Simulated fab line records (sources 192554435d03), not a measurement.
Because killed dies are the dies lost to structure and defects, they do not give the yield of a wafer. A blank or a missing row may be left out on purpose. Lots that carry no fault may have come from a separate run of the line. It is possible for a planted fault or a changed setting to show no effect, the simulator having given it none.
fab line records ; flow n5Finfet
record lots=24; wafers=72; lastDay=18
route steps=1938 shown BEOL_M4@1082 BEOL_M5@1112
lots with no fault: from the same line, run without faults
startH: hours from the record's opening day to when the first of the lot's shown wafers began ; waitH: time in hours since the lot's previous step ; " identical to the entry in the row above ; L1.1+2: one row covering several wafers at once ; - value missing, or start not given ; * or withheld: withheld ; < > ~ a bound
route shown NAME@n: a module of which the file shows steps, and the number in the route of the first ; usual: the fault-free wafers' mean and standard deviation ; same: alike in all rows ; chamber/n: place in a boat ; sites: per-site readings ; _std_site: how widely they spread, as a standard deviation ; _edge_site: outer sites' mean less inner sites' ; radiusMm: how far each site lies from the wafer's centre ; mask NAME#n: copy n ; behind: the tool/chamber that last shaped the wafer ; hold: why the lot was held/for how many hours/how that ended ; device: transistor that didn't switch, given as n, p or np ; end of line: at the end of the route, the tests of the same wafers ; for a step that has no rows: nothing shown but its recipe ; killed: dies that structure and defects cost at the first sort, which is not the same as the wafer's yield ; map: the dies of a wafer, with x for killed, . for not killed, _ for no die there
set.NAME: the run value of the setting; set.NAME@STEP: its run value at that earlier step ; model.NAME: the simulator's own value behind a step, which no gauge read
a sample of lots followed through the steps of the route, with each step as a table and each wafer as a row
services: the hour from which a tool's chamber was out of use, counted from the record's first day as startH (under 0 if before that day), plus the number of hours and why
## steps
# step N5_BEOL_M4_SURFACE_TREAT_85
# recipe gas=Ar; timeS=*; ionEnergyEv=*; ionCurrentMaCm2=0.5; pressureMtorr=*; arFlowSccm=30
# usual pressureMtorr=*; throttleValvePct=*
lot.wafer;tool;chamber;startH;waitH;pressureMtorr;throttleValvePct
L074.1;pvdSputter-03;-;161.18;0.3;*;*
L074.4;pvdSputter-03;-;161.18;0.3;*;*
L074.5;pvdSputter-03;-;161.18;0.3;*;*
L075.2;pvdSputter-02;-;164.06;0.1;*;*
L075.3;pvdSputter-02;-;164.06;0.1;*;*
L075.6;pvdSputter-02;-;164.06;0.1;*;*
L076.2;pvdSputter-01;-;179.18;0.1;*;*
L076.4;pvdSputter-01;-;179.18;0.1;*;*
L076.6;pvdSputter-01;-;179.18;0.1;*;*
L077.2;pvdSputter-03;-;182.60;0.1;*;*
L077.3;pvdSputter-03;-;182.60;0.1;*;*
L077.5;pvdSputter-03;-;182.60;0.1;*;*
L078.2;pvdSputter-03;-;184.62;1.2;*;*
L078.3;pvdSputter-03;-;184.62;1.2;*;*
L078.4;pvdSputter-03;-;184.62;1.2;*;*
L080.2;pvdSputter-03;-;194.35;0.2;*;*
L080.3;pvdSputter-03;-;194.35;0.2;*;*
L080.4;pvdSputter-03;-;194.35;0.2;*;*
L079.1;pvdSputter-03;-;207.03;0.3;*;*
L079.2;pvdSputter-03;-;207.03;0.3;*;*
L079.5;pvdSputter-03;-;207.03;0.3;*;*
L081.3;pvdSputter-03;-;207.07;0.2;*;*
L081.4;pvdSputter-03;-;207.07;0.2;*;*
L081.6;pvdSputter-03;-;207.07;0.2;*;*
L082.1;pvdSputter-01;-;209.95;0.2;*;*
L082.5;pvdSputter-01;-;209.95;0.2;*;*
L082.6;pvdSputter-01;-;209.95;0.2;*;*
L083.2;pvdSputter-02;-;212.66;0.1;*;*
L083.4;pvdSputter-02;-;212.66;0.1;*;*
L083.5;pvdSputter-02;-;212.66;0.1;*;*
L084.1;pvdSputter-03;-;229.32;0.1;*;*
L084.5;pvdSputter-03;-;229.32;0.1;*;*
L084.6;pvdSputter-03;-;229.32;0.1;*;*
L086.1;pvdSputter-01;-;242.02;0.2;*;*
L086.5;pvdSputter-01;-;242.02;0.2;*;*
L086.6;pvdSputter-01;-;242.02;0.2;*;*
L085.2;pvdSputter-01;-;242.14;0.1;*;*
L085.3;pvdSputter-01;-;242.14;0.1;*;*
L085.4;pvdSputter-01;-;242.14;0.1;*;*
L089.1;pvdSputter-02;-;247.35;0.3;*;*
L089.2;pvdSputter-02;-;247.35;0.3;*;*
L089.3;pvdSputter-02;-;247.35;0.3;*;*
L087.2;pvdSputter-02;-;247.51;0.3;*;*
L087.4;pvdSputter-02;-;247.51;0.3;*;*
L087.6;pvdSputter-02;-;247.51;0.3;*;*
L088.1;pvdSputter-02;-;255.65;0.1;*;*
L088.3;pvdSputter-02;-;255.65;0.1;*;*
L088.5;pvdSputter-02;-;255.65;0.1;*;*
L090.2;pvdSputter-01;-;268.10;0.1;*;*
L090.3;pvdSputter-01;-;268.10;0.1;*;*
L090.4;pvdSputter-01;-;268.10;0.1;*;*
L091.2;pvdSputter-03;-;272.72;0.1;*;*
L091.3;pvdSputter-03;-;272.72;0.1;*;*
L091.5;pvdSputter-03;-;272.72;0.1;*;*
L093.1;pvdSputter-02;-;273.15;0.2;*;*
L093.2;pvdSputter-02;-;273.15;0.2;*;*
L093.5;pvdSputter-02;-;273.15;0.2;*;*
L092.2;pvdSputter-01;-;277.11;0.2;*;*
L092.4;pvdSputter-01;-;277.11;0.2;*;*
L092.6;pvdSputter-01;-;277.11;0.2;*;*
L094.2;pvdSputter-02;-;277.24;0.1;*;*
L094.3;pvdSputter-02;-;277.24;0.1;*;*
L094.4;pvdSputter-02;-;277.24;0.1;*;*
L097.2;pvdSputter-02;-;300.50;0.2;*;*
L097.3;pvdSputter-02;-;300.50;0.2;*;*
L097.5;pvdSputter-02;-;300.50;0.2;*;*
L095.1;pvdSputter-01;-;304.00;0.2;*;*
L095.3;pvdSputter-01;-;304.00;0.2;*;*
L095.5;pvdSputter-01;-;304.00;0.2;*;*
L096.1;pvdSputter-03;-;306.72;0.2;*;*
L096.3;pvdSputter-03;-;306.72;0.2;*;*
L096.5;pvdSputter-03;-;306.72;0.2;*;*
# step N5_BEOL_M4_ANNEAL_49
# recipe tempC=400; timeS=240; ambient=vacuum
# usual heaterPowerW=824/83
lot.wafer;tool;chamber;startH;waitH;heaterPowerW
L074.1;pvdSputter-02;-;161.77;0.0;730
L074.4;pvdSputter-02;-;161.77;0.0;814
L074.5;pvdSputter-02;-;161.77;0.0;713
L075.2;pvdSputter-02;-;164.36;0.0;753
L075.3;pvdSputter-02;-;164.36;0.0;726
L075.6;pvdSputter-02;-;164.36;0.0;770
L076.2;pvdSputter-02;-;179.61;0.0;890
L076.4;pvdSputter-02;-;179.61;0.0;769
L076.6;pvdSputter-02;-;179.61;0.0;757
L077.2;pvdSputter-02;-;183.11;0.0;822
L077.3;pvdSputter-02;-;183.11;0.0;759
L077.5;pvdSputter-02;-;183.11;0.0;739
L078.2;pvdSputter-02;-;184.95;0.0;821
L078.3;pvdSputter-02;-;184.95;0.0;752
L078.4;pvdSputter-02;-;184.95;0.0;947
L080.2;pvdSputter-03;-;194.71;0.0;974
L080.3;pvdSputter-03;-;194.71;0.0;871
L080.4;pvdSputter-03;-;194.71;0.0;1004
L079.1;pvdSputter-03;-;207.37;0.0;960
L079.2;pvdSputter-03;-;207.37;0.0;740
L079.5;pvdSputter-03;-;207.37;0.0;982
L081.3;pvdSputter-02;-;207.40;0.0;760
L081.4;pvdSputter-02;-;207.40;0.0;835
L081.6;pvdSputter-02;-;207.40;0.0;823
L082.1;pvdSputter-01;-;210.26;0.0;829
L082.5;pvdSputter-01;-;210.26;0.0;745
L082.6;pvdSputter-01;-;210.26;0.0;824
L083.2;pvdSputter-02;-;213.14;0.0;839
L083.4;pvdSputter-02;-;213.14;0.0;928
L083.5;pvdSputter-02;-;213.14;0.0;719
L084.1;pvdSputter-01;-;230.12;0.0;723
L084.5;pvdSputter-01;-;230.12;0.0;841
L084.6;pvdSputter-01;-;230.12;0.0;717
L086.1;pvdSputter-02;-;242.83;0.0;831
L086.5;pvdSputter-02;-;242.83;0.0;782
L086.6;pvdSputter-02;-;242.83;0.0;733
L085.2;pvdSputter-03;-;243.86;0.0;832
L085.3;pvdSputter-03;-;243.86;0.0;958
L085.4;pvdSputter-03;-;243.86;0.0;969
L089.1;pvdSputter-02;-;247.75;0.0;833
L089.2;pvdSputter-02;-;247.75;0.0;921
L089.3;pvdSputter-02;-;247.75;0.0;736
L087.2;pvdSputter-01;-;247.86;0.0;795
L087.4;pvdSputter-01;-;247.86;0.0;837
L087.6;pvdSputter-01;-;247.86;0.0;856
L088.1;pvdSputter-02;-;255.99;0.0;718
L088.3;pvdSputter-02;-;255.99;0.0;821
L088.5;pvdSputter-02;-;255.99;0.0;841
L090.2;pvdSputter-03;-;269.96;0.0;751
L090.3;pvdSputter-03;-;269.96;0.0;837
L090.4;pvdSputter-03;-;269.96;0.0;973
L091.2;pvdSputter-03;-;273.03;0.0;746
L091.3;pvdSputter-03;-;273.03;0.0;987
L091.5;pvdSputter-03;-;273.03;0.0;749
L093.1;pvdSputter-01;-;274.89;0.0;828
L093.2;pvdSputter-01;-;274.89;0.0;842
L093.5;pvdSputter-01;-;274.89;0.0;837
L092.2;pvdSputter-02;-;277.41;0.0;828
L092.4;pvdSputter-02;-;277.41;0.0;745
L092.6;pvdSputter-02;-;277.41;0.0;906
L094.2;pvdSputter-01;-;277.59;0.0;814
L094.3;pvdSputter-01;-;277.59;0.0;878
L094.4;pvdSputter-01;-;277.59;0.0;815
L097.2;pvdSputter-02;-;300.84;0.0;922
L097.3;pvdSputter-02;-;300.84;0.0;829
L097.5;pvdSputter-02;-;300.84;0.0;932
L095.1;pvdSputter-02;-;304.60;0.0;847
L095.3;pvdSputter-02;-;304.60;0.0;735
L095.5;pvdSputter-02;-;304.60;0.0;732
L096.1;pvdSputter-02;-;307.08;0.0;733
L096.3;pvdSputter-02;-;307.08;0.0;954
L096.5;pvdSputter-02;-;307.08;0.0;765
# step N5_BEOL_M4_SPUTTER_81
# recipe material=Cu; targetThkA=45; tempC=-20; chamberPressurePa=0.07; powerW=withheld; timeS=8.29
# usual throttleValvePct=29.7/1.2
lot.wafer;tool;chamber;startH;waitH;throttleValvePct
L074.1;pvdSputter-02;-;162.13;0.1;29.9
L074.4;pvdSputter-02;-;162.13;0.1;31.0
L074.5;pvdSputter-02;-;162.13;0.1;30.1
L075.2;pvdSputter-02;-;164.72;0.1;29.6
L075.3;pvdSputter-02;-;164.72;0.1;30.1
L075.6;pvdSputter-02;-;164.72;0.1;29.9
L076.2;pvdSputter-02;-;179.97;0.1;27.4
L076.4;pvdSputter-02;-;179.97;0.1;29.7
L076.6;pvdSputter-02;-;179.97;0.1;29.8
L077.2;pvdSputter-02;-;183.47;0.1;31.3
L077.3;pvdSputter-02;-;183.47;0.1;29.8
L077.5;pvdSputter-02;-;183.47;0.1;30.1
L078.2;pvdSputter-02;-;185.31;0.1;31.2
L078.3;pvdSputter-02;-;185.31;0.1;30.0
L078.4;pvdSputter-02;-;185.31;0.1;27.7
L080.2;pvdSputter-03;-;195.07;0.1;31.3
L080.3;pvdSputter-03;-;195.07;0.1;28.7
L080.4;pvdSputter-03;-;195.07;0.1;30.4
L079.1;pvdSputter-03;-;207.73;0.1;31.2
L079.2;pvdSputter-03;-;207.73;0.1;29.2
L079.5;pvdSputter-03;-;207.73;0.1;31.2
L081.3;pvdSputter-02;-;207.76;0.1;30.0
L081.4;pvdSputter-02;-;207.76;0.1;31.0
L081.6;pvdSputter-02;-;207.76;0.1;31.1
L082.1;pvdSputter-01;-;210.62;0.1;27.7
L082.5;pvdSputter-01;-;210.62;0.1;30.9
L082.6;pvdSputter-01;-;210.62;0.1;29.1
L083.2;pvdSputter-02;-;213.50;0.1;31.0
L083.4;pvdSputter-02;-;213.50;0.1;27.4
L083.5;pvdSputter-02;-;213.50;0.1;30.0
L084.1;pvdSputter-01;-;230.48;0.1;31.0
L084.5;pvdSputter-01;-;230.48;0.1;29.3
L084.6;pvdSputter-01;-;230.48;0.1;30.8
L086.1;pvdSputter-02;-;243.19;0.1;30.9
L086.5;pvdSputter-02;-;243.19;0.1;29.8
L086.6;pvdSputter-02;-;243.19;0.1;30.3
L085.2;pvdSputter-03;-;244.22;0.1;29.0
L085.3;pvdSputter-03;-;244.22;0.1;30.5
L085.4;pvdSputter-03;-;244.22;0.1;31.0
L089.1;pvdSputter-02;-;248.11;0.1;31.1
L089.2;pvdSputter-02;-;248.11;0.1;27.3
L089.3;pvdSputter-02;-;248.11;0.1;30.0
L087.2;pvdSputter-01;-;248.22;0.1;27.6
L087.4;pvdSputter-01;-;248.22;0.1;29.0
L087.6;pvdSputter-01;-;248.22;0.1;29.8
L088.1;pvdSputter-02;-;256.35;0.1;30.1
L088.3;pvdSputter-02;-;256.35;0.1;31.2
L088.5;pvdSputter-02;-;256.35;0.1;30.7
L090.2;pvdSputter-03;-;270.32;0.1;29.1
L090.3;pvdSputter-03;-;270.32;0.1;28.9
L090.4;pvdSputter-03;-;270.32;0.1;30.9
L091.2;pvdSputter-03;-;273.39;0.1;29.4
L091.3;pvdSputter-03;-;273.39;0.1;30.4
L091.5;pvdSputter-03;-;273.39;0.1;29.0
L093.1;pvdSputter-01;-;275.25;0.1;29.1
L093.2;pvdSputter-01;-;275.25;0.1;29.7
L093.5;pvdSputter-01;-;275.25;0.1;29.3
L092.2;pvdSputter-02;-;277.77;0.1;30.9
L092.4;pvdSputter-02;-;277.77;0.1;30.1
L092.6;pvdSputter-02;-;277.77;0.1;27.5
L094.2;pvdSputter-01;-;278.31;0.1;27.5
L094.3;pvdSputter-01;-;278.31;0.1;29.7
L094.4;pvdSputter-01;-;278.31;0.1;29.1
L097.2;pvdSputter-02;-;301.20;0.1;27.6
L097.3;pvdSputter-02;-;301.20;0.1;31.0
L097.5;pvdSputter-02;-;301.20;0.1;27.3
L095.1;pvdSputter-02;-;304.96;0.1;30.9
L095.3;pvdSputter-02;-;304.96;0.1;30.0
L095.5;pvdSputter-02;-;304.96;0.1;29.9
L096.1;pvdSputter-02;-;307.44;0.1;29.8
L096.3;pvdSputter-02;-;307.44;0.1;27.3
L096.5;pvdSputter-02;-;307.44;0.1;29.8
# step N5_BEOL_M4_THK_MEAS_53
# recipe thkMeasGauge=xrf; reads=Cu_of_BEOL_M4_ECD_50
# usual M4_THK=40.3/1.2
lot.wafer;tool;chamber;startH;waitH;M4_THK[nm]
L074.1;filmMetro-01;-;164.51;-;37.8
L074.4;filmMetro-01;-;164.51;-;39.1
L074.5;filmMetro-01;-;164.51;-;40.5
L075.2;filmMetro-02;-;166.83;-;40.7
L075.3;filmMetro-02;-;166.83;-;40.1
L075.6;filmMetro-02;-;166.83;-;40.1
L076.2;filmMetro-02;-;182.09;-;38.0
L076.4;filmMetro-02;-;182.09;-;38.2
L076.6;filmMetro-02;-;182.09;-;35.7
L077.2;filmMetro-02;-;185.58;-;39.9
L077.3;filmMetro-02;-;185.58;-;38.5
L077.5;filmMetro-02;-;185.58;-;40.5
L078.2;filmMetro-02;-;187.68;-;38.8
L078.3;filmMetro-02;-;187.68;-;39.7
L078.4;filmMetro-02;-;187.68;-;41.2
L080.2;filmMetro-01;-;197.18;-;40.6
L080.3;filmMetro-01;-;197.18;-;39.9
L080.4;filmMetro-01;-;197.18;-;39.6
L079.1;filmMetro-01;-;209.84;-;39.5
L079.2;filmMetro-01;-;209.84;-;39.6
L079.5;filmMetro-01;-;209.84;-;39.8
L081.3;filmMetro-01;-;210.12;-;41.6
L081.4;filmMetro-01;-;210.12;-;41.7
L081.6;filmMetro-01;-;210.12;-;41.4
L082.1;filmMetro-01;-;212.73;-;41.1
L082.5;filmMetro-01;-;212.73;-;40.2
L082.6;filmMetro-01;-;212.73;-;42.3
L083.2;filmMetro-02;-;215.61;-;41.0
L083.4;filmMetro-02;-;215.61;-;39.8
L083.5;filmMetro-02;-;215.61;-;40.0
L084.1;filmMetro-02;-;232.88;-;40.6
L084.5;filmMetro-02;-;232.88;-;39.7
L084.6;filmMetro-02;-;232.88;-;39.4
L086.1;filmMetro-02;-;245.30;-;39.6
L086.5;filmMetro-02;-;245.30;-;38.9
L086.6;filmMetro-02;-;245.30;-;39.7
L085.2;filmMetro-01;-;246.45;-;38.7
L085.3;filmMetro-01;-;246.45;-;39.8
L085.4;filmMetro-01;-;246.45;-;39.0
L089.1;filmMetro-01;-;250.22;-;42.0
L089.2;filmMetro-01;-;250.22;-;41.5
L089.3;filmMetro-01;-;250.22;-;40.3
L087.2;filmMetro-02;-;250.32;-;39.5
L087.4;filmMetro-02;-;250.32;-;39.4
L087.6;filmMetro-02;-;250.32;-;40.8
L088.1;filmMetro-02;-;258.47;-;41.2
L088.3;filmMetro-02;-;258.47;-;42.0
L088.5;filmMetro-02;-;258.47;-;40.5
L090.2;filmMetro-02;-;272.43;-;43.1
L090.3;filmMetro-02;-;272.43;-;43.9
L090.4;filmMetro-02;-;272.43;-;42.2
L091.2;filmMetro-01;-;276.21;-;39.5
L091.3;filmMetro-01;-;276.21;-;40.6
L091.5;filmMetro-01;-;276.21;-;40.3
L093.1;filmMetro-01;-;277.61;-;39.3
L093.2;filmMetro-01;-;277.61;-;41.1
L093.5;filmMetro-01;-;277.61;-;40.7
L092.2;filmMetro-02;-;280.16;-;41.0
L092.4;filmMetro-02;-;280.16;-;39.4
L092.6;filmMetro-02;-;280.16;-;40.8
L094.2;filmMetro-02;-;281.81;-;41.4
L094.3;filmMetro-02;-;281.81;-;40.1
L094.4;filmMetro-02;-;281.81;-;40.3
L097.2;filmMetro-01;-;303.35;-;41.0
L097.3;filmMetro-01;-;303.35;-;41.9
L097.5;filmMetro-01;-;303.35;-;41.5
L095.1;filmMetro-01;-;307.34;-;40.5
L095.3;filmMetro-01;-;307.34;-;40.1
L095.5;filmMetro-01;-;307.34;-;41.0
L096.1;filmMetro-01;-;309.55;-;41.2
L096.3;filmMetro-01;-;309.55;-;40.7
L096.5;filmMetro-01;-;309.55;-;39.8
# step N5_BEOL_M5_ILD_DEP_00
# recipe material=SiCOH_lowk; targetThkA=1406.4; tempC=300; precursor=DEMS/porogen; pressureTorr=5; rfW=500; timeS=25.9
# usual heaterPowerW=336/59; showerheadPlenumPTorr=5.741/0.018; throttleValvePct=13.8/0.9
lot.wafer;tool;chamber;startH;waitH;heaterPowerW;showerheadPlenumPTorr;throttleValvePct
L074.1;pecvd-03;1;165.79;0.8;425;5.756;12.2
L074.4;pecvd-03;2;165.79;0.8;306;5.735;14.4
L074.5;pecvd-03;1;165.79;0.8;434;5.762;12.4
L075.2;pecvd-04;0;168.11;0.7;330;5.743;13.9
L075.3;pecvd-04;2;168.11;0.7;320;5.712;12.5
L075.6;pecvd-04;1;168.11;0.7;317;5.739;14.3
L076.2;pecvd-04;0;183.37;0.7;313;5.741;13.7
L076.4;pecvd-04;2;183.37;0.7;330;5.728;12.9
L076.6;pecvd-04;0;183.37;0.7;317;5.751;13.8
L077.2;pecvd-04;0;186.85;0.7;313;5.746;13.7
L077.3;pecvd-04;2;186.85;0.7;302;5.709;12.8
L077.5;pecvd-04;0;186.85;0.7;311;5.758;13.8
L078.2;pecvd-04;0;188.97;0.7;343;5.735;13.8
L078.3;pecvd-04;1;188.97;0.7;314;5.735;14.3
L078.4;pecvd-04;2;188.97;0.7;312;5.718;12.7
L080.2;pecvd-03;2;198.46;0.7;337;5.718;14.2
L080.3;pecvd-03;1;198.46;0.7;486;5.765;12.7
L080.4;pecvd-03;2;198.46;0.7;338;5.714;14.4
L079.1;pecvd-01;0;211.50;0.8;276;5.748;14.5
L079.2;pecvd-01;2;211.50;0.8;360;5.733;13.8
L079.5;pecvd-01;2;211.50;0.8;357;5.729;14.1
L081.3;pecvd-03;1;211.65;0.5;454;5.770;12.5
L081.4;pecvd-03;0;211.65;0.5;260;5.766;14.8
L081.6;pecvd-03;1;211.65;0.5;454;5.747;12.1
L082.1;pecvd-04;1;214.08;0.8;309;5.738;14.4
L082.5;pecvd-04;0;214.08;0.8;274;5.747;13.8
L082.6;pecvd-04;2;214.08;0.8;295;5.721;12.8
L083.2;pecvd-03;1;216.89;0.7;478;5.755;12.2
L083.4;pecvd-03;1;216.89;0.7;467;5.764;12.5
L083.5;pecvd-03;1;216.89;0.7;471;5.764;12.5
L084.1;pecvd-03;0;234.32;0.8;295;5.765;15.0
L084.5;pecvd-03;2;234.32;0.8;302;5.713;12.3
L084.6;pecvd-03;1;234.32;0.8;459;5.768;12.2
L086.1;pecvd-04;1;246.58;0.8;319;5.750;14.6
L086.5;pecvd-04;1;246.58;0.8;321;5.746;14.4
L086.6;pecvd-04;0;246.58;0.8;341;5.752;13.7
L085.2;pecvd-01;0;247.73;0.7;317;5.744;14.3
L085.3;pecvd-01;1;247.73;0.7;398;5.737;14.5
L085.4;pecvd-01;0;247.73;0.7;308;5.759;14.6
L089.1;pecvd-04;0;251.50;0.8;344;5.738;13.6
L089.2;pecvd-04;2;251.50;0.8;325;5.717;13.0
L089.3;pecvd-04;1;251.50;0.8;316;5.723;14.4
L087.2;pecvd-04;0;251.61;0.7;273;5.738;13.8
L087.4;pecvd-04;0;251.61;0.7;278;5.757;13.6
L087.6;pecvd-04;2;251.61;0.7;263;5.705;13.0
L088.1;pecvd-01;0;259.75;0.8;268;5.737;14.6
L088.3;pecvd-01;1;259.75;0.8;420;5.764;14.8
L088.5;pecvd-01;1;259.75;0.8;415;5.770;14.6
L090.2;pecvd-01;0;273.71;0.7;278;5.751;14.4
L090.3;pecvd-01;2;273.71;0.7;356;5.725;14.1
L090.4;pecvd-01;1;273.71;0.7;353;5.740;14.7
L091.2;pecvd-01;2;277.50;0.7;298;5.714;14.1
L091.3;pecvd-01;1;277.50;0.7;401;5.747;14.4
L091.5;pecvd-01;2;277.50;0.7;315;5.730;14.0
L093.1;pecvd-01;0;278.89;0.8;313;5.746;14.3
L093.2;pecvd-01;1;278.89;0.8;417;5.748;15.0
L093.5;pecvd-01;1;278.89;0.8;410;5.745;14.7
L092.2;pecvd-04;2;281.44;0.7;328;5.718;12.5
L092.4;pecvd-04;0;281.44;0.7;269;5.734;13.8
L092.6;pecvd-04;1;281.44;0.7;306;5.746;14.6
L094.2;pecvd-03;2;283.09;0.7;344;5.725;12.6
L094.3;pecvd-03;0;283.09;0.7;256;5.770;15.1
L094.4;pecvd-03;2;283.09;0.7;347;5.710;12.5
L097.2;pecvd-03;1;304.63;0.7;468;5.754;12.5
L097.3;pecvd-03;2;304.63;0.7;353;5.719;12.7
L097.5;pecvd-03;2;304.63;0.7;360;5.725;12.2
L095.1;pecvd-04;0;308.61;0.8;348;5.744;13.8
L095.3;pecvd-04;1;308.61;0.8;260;5.735;14.4
L095.5;pecvd-04;2;308.61;0.8;327;5.705;12.8
L096.1;pecvd-01;1;310.83;0.8;396;5.746;14.9
L096.3;pecvd-01;0;310.83;0.8;308;5.746;14.5
L096.5;pecvd-01;0;310.83;0.8;311;5.745;14.5
# step N5_BEOL_M5_HM_OPEN_17
# recipe chemistry=Cl2/BCl3; targetDepthA=200; overetchA=60; target=TiN; maskMaterial=SOC; ionEnergyEv=150; pressureMtorr=10; icpW=1000; biasW=126; Cl2_flow_sccm=53.25; bcl3FlowSccm=21.75; Ar_flow_sccm=25
# usual drypumpMotorCurrentA=5.6/0.39; oes_ar_750_au=0.80/0.085; oesProductAu=0.68/0.075; throttleValvePct=22.33/0.19
lot.wafer;tool;chamber;startH;waitH;drypumpMotorCurrentA;oes_ar_750_au;oesProductAu;rfHoursCounterH;throttleValvePct
L074.1;rieMetal-01;1;169.11;0.0;5.7;0.69;0.59;80;22.38
L074.4;rieMetal-01;1;169.11;0.0;5.8;0.70;0.59;-;22.37
L074.5;rieMetal-01;0;169.11;0.0;5.1;0.96;0.83;-;22.41
L075.2;rieMetal-01;0;170.15;0.0;5.1;0.96;0.83;1;22.43
L075.3;rieMetal-01;0;170.15;0.0;5.1;0.96;0.83;-;22.43
L075.6;rieMetal-01;1;170.15;0.0;5.8;0.70;0.60;-;22.34
L076.2;rieMetal-01;1;186.28;0.0;5.7;0.69;0.58;82;22.39
L076.4;rieMetal-01;0;186.28;0.0;5.1;0.97;0.81;-;22.43
L076.6;rieMetal-01;0;186.28;0.0;5.1;0.95;0.82;-;22.44
L077.2;rieMetal-03;0;188.29;0.0;5.5;0.76;0.64;55;22.31
L077.3;rieMetal-03;1;188.29;0.0;6.0;0.85;0.72;-;22.47
L077.5;rieMetal-03;0;188.29;0.0;5.5;0.76;0.63;-;22.32
L078.2;rieMetal-01;1;190.94;0.0;5.7;0.69;0.58;82;22.37
L078.3;rieMetal-01;0;190.94;0.0;5.1;0.94;0.81;-;22.43
L078.4;rieMetal-01;1;190.94;0.0;5.8;0.69;0.59;-;22.38
L080.2;rieMetal-02;0;210.50;0.0;5.2;0.86;0.72;20;21.96
L080.3;rieMetal-02;0;210.50;0.0;5.1;0.86;0.72;-;21.94
L080.4;rieMetal-02;1;210.50;0.0;6.3;0.83;0.71;-;21.97
L081.3;rieMetal-03;1;213.89;0.1;6.0;0.83;0.70;-;22.48
L081.4;rieMetal-03;0;213.89;0.1;5.5;0.75;0.63;-;22.32
L081.6;rieMetal-03;0;213.89;0.1;5.5;0.75;0.63;-;22.30
L079.1;rieMetal-01;0;214.27;0.0;5.2;0.93;0.80;4;22.45
L079.2;rieMetal-01;1;214.27;0.0;5.7;0.68;0.58;85;22.39
L079.5;rieMetal-01;0;214.27;0.0;5.2;0.93;0.78;-;22.45
L082.1;rieMetal-03;1;217.78;0.0;6.0;0.84;0.70;27;22.49
L082.5;rieMetal-03;1;217.78;0.0;6.0;0.83;0.70;-;22.49
L082.6;rieMetal-03;1;217.78;0.0;6.0;0.84;0.70;-;22.51
L083.2;rieMetal-03;1;218.47;0.1;6.0;0.84;0.71;-;22.48
L083.4;rieMetal-03;1;218.47;0.1;6.0;0.83;0.70;-;22.49
L083.5;rieMetal-03;1;218.47;0.1;6.0;0.84;0.70;-;22.47
L084.1;rieMetal-02;1;235.95;0.0;6.3;0.81;0.69;27;21.95
L084.5;rieMetal-02;0;235.95;0.0;5.1;0.85;0.71;-;21.97
L084.6;rieMetal-02;1;235.95;0.0;6.3;0.81;0.69;-;21.97
L086.1;rieMetal-03;1;248.19;0.0;6.0;0.83;0.69;29;22.51
L086.5;rieMetal-03;0;248.19;0.0;5.5;0.76;0.62;-;22.33
L086.6;rieMetal-03;1;248.19;0.0;6.0;0.82;0.70;-;22.51
L085.2;rieMetal-03;0;250.75;0.0;5.5;0.74;0.63;59;22.31
L085.3;rieMetal-03;1;250.75;0.0;6.0;0.83;0.70;-;22.49
L085.4;rieMetal-03;0;250.75;0.0;5.5;0.75;0.64;-;22.31
L089.1;rieMetal-02;1;254.56;0.0;6.3;0.80;0.69;28;21.96
L089.2;rieMetal-02;0;254.56;0.0;5.2;0.85;0.71;24;21.97
L089.3;rieMetal-02;0;254.56;0.0;5.1;0.85;0.71;-;21.97
L087.2;rieMetal-03;1;254.91;0.0;6.0;0.82;0.69;30;22.48
L087.4;rieMetal-03;0;254.91;0.0;5.5;0.75;0.62;-;22.34
L087.6;rieMetal-03;1;254.91;0.0;6.0;0.82;0.70;-;22.51
L088.1;rieMetal-01;1;262.00;0.0;5.7;0.68;0.57;89;22.40
L088.3;rieMetal-01;1;262.00;0.0;5.8;0.68;0.57;-;22.40
L088.5;rieMetal-01;0;262.00;0.0;5.1;0.89;0.76;-;22.47
L090.2;rieMetal-01;1;276.71;0.1;5.7;0.67;0.58;-;22.41
L090.3;rieMetal-01;1;276.71;0.1;5.7;0.67;0.57;-;22.40
L090.4;rieMetal-01;1;276.71;0.1;5.7;0.67;0.57;-;22.40
L091.2;rieMetal-01;0;280.58;0.0;5.2;0.89;0.76;9;22.46
L091.3;rieMetal-01;1;280.58;0.0;5.7;0.67;0.57;-;22.40
L091.5;rieMetal-01;0;280.58;0.0;5.1;0.90;0.77;-;22.45
L093.1;rieMetal-03;0;281.24;0.0;5.5;0.74;0.62;63;22.33
L093.2;rieMetal-03;1;281.24;0.0;6.0;0.82;0.69;33;22.51
L093.5;rieMetal-03;0;281.24;0.0;5.5;0.74;0.62;-;22.32
L092.2;rieMetal-02;1;284.88;0.0;6.3;0.80;0.69;30;21.97
L092.4;rieMetal-02;0;284.88;0.0;5.1;0.84;0.70;-;21.97
L092.6;rieMetal-02;0;284.88;0.0;5.2;0.84;0.70;-;21.97
L094.2;rieMetal-01;0;285.33;0.0;5.1;0.89;0.76;10;22.45
L094.3;rieMetal-01;1;285.33;0.0;5.8;0.66;0.57;-;22.40
L094.4;rieMetal-01;0;285.33;0.0;5.1;0.89;0.76;-;22.45
L097.2;rieMetal-03;0;306.82;0.0;5.5;0.73;0.62;64;22.32
L097.3;rieMetal-03;1;306.82;0.0;6.0;0.80;0.68;-;22.51
L097.5;rieMetal-03;1;306.82;0.0;6.0;0.81;0.68;-;22.49
L095.1;rieMetal-02;0;310.42;0.0;5.2;0.83;0.69;29;21.99
L095.3;rieMetal-02;0;310.42;0.0;5.2;0.83;0.69;-;21.96
L095.5;rieMetal-02;0;310.42;0.0;5.2;0.83;0.69;-;21.98
L096.1;rieMetal-01;0;313.78;0.0;5.2;0.87;0.74;13;22.47
L096.3;rieMetal-01;0;313.78;0.0;5.2;0.87;0.75;-;22.47
L096.5;rieMetal-01;0;313.78;0.0;5.2;0.87;0.74;-;22.46
## services
tool;chamber;startH;hours;kind
pecvd-01;0;142.94;2.1;scheduledDown
pecvd-04;1;147.43;2.1;scheduledDown
pecvd-01;-;160.29;28.1;pm
rieMetal-01;0;170.61;11.9;repair
rieMetal-02;1;187.87;1.7;repair
pecvd-03;2;202.38;-;clean
pecvd-03;2;202.38;-;consumableReplace:showerhead
pecvd-03;2;202.38;29.0;scheduledDown
pecvd-03;2;202.38;29.0;ventCycle
rieMetal-03;0;215.64;3.2;repair
pecvd-04;-;221.49;0.8;repair
rieMetal-02;0;223.35;4.1;repair
rieMetal-03;0;224.56;9.9;repair
pecvd-04;-;225.70;4.3;pm
rieMetal-02;0;258.04;13.5;repair
rieMetal-01;0;262.30;15.0;repair
rieMetal-02;1;266.37;16.0;repair
rieMetal-03;-;271.82;0.6;repair
pvdSputter-01;-;281.97;1.4;repair
rieMetal-02;-;290.29;1.9;repair
## key
fault none
